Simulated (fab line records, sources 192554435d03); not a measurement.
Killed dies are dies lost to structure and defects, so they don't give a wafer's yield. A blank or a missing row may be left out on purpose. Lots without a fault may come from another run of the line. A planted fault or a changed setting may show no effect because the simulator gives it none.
Chamber matching | flow n5_finfet | N5_GATE_CUT_CMP_43 on cmp-01: 4 sister chambers
The step polishes SiO2. 14 wafers are shown with their chamber, then 7 later ones without.

WAFERS WITH THEIR CHAMBER
wafer  | chamber | motor_current_A (A)
L074.3 | 3       | 11.6
L074.4 | 2       | 13.4
L074.5 | 2       | 12.7
L076.2 | 2       | 13.3
L076.4 | 1       | 16.1
L076.6 | 2       | 12.8
L082.1 | 1       | 16.9
L082.3 | 0       | 13.5
L082.6 | 0       | 13.3
L084.2 | 1       | 16.5
L084.3 | 3       | 11.3
L084.6 | 3       | 11.3
L090.2 | 1       | 16.1
L090.3 | 0       | 13.0

SIGNATURES (means of the wafers above)
reading         | chamber 0 | chamber 1 | chamber 2 | chamber 3 | scatter within a chamber
motor_current_A | 13.267    | 16.400    | 13.050    | 11.400    | 0.316
Rule: a wafer's distance from a chamber is the root of the sum, over the readings, of the square of ((its reading less the chamber's mean) divided by the reading's scatter). The wafer belongs to the nearest chamber; if the next one is less than 2 further off, it can't be placed. The scatter: the root of (the sum of the squares of (reading less its chamber's mean) over the shown wafers, divided by (wafers less chambers)).

WAFERS WITHOUT THEIR CHAMBER
wafer  | motor_current_A (A)
L090.5 | 11.3
L092.3 | 16.3
L092.5 | 13.0
L092.6 | 17.2
L094.1 | 11.4
L094.5 | 15.6
L094.6 | 13.5

WHICH CHAMBER EACH WENT THROUGH
wafer  | from the rows above     | in truth
L090.5 | 3                       | 3
L092.3 | 1                       | 1
L092.5 | can't be placed: 2 or 0 | 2
L092.6 | 1                       | 1
L094.1 | 3                       | 3
L094.5 | 1                       | 1
L094.6 | can't be placed: 0 or 2 | 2
Placed correctly: 5 of 7. Can't be placed from these rows: 2 (the true chamber is among the candidates in 2). Placed wrongly: 0.
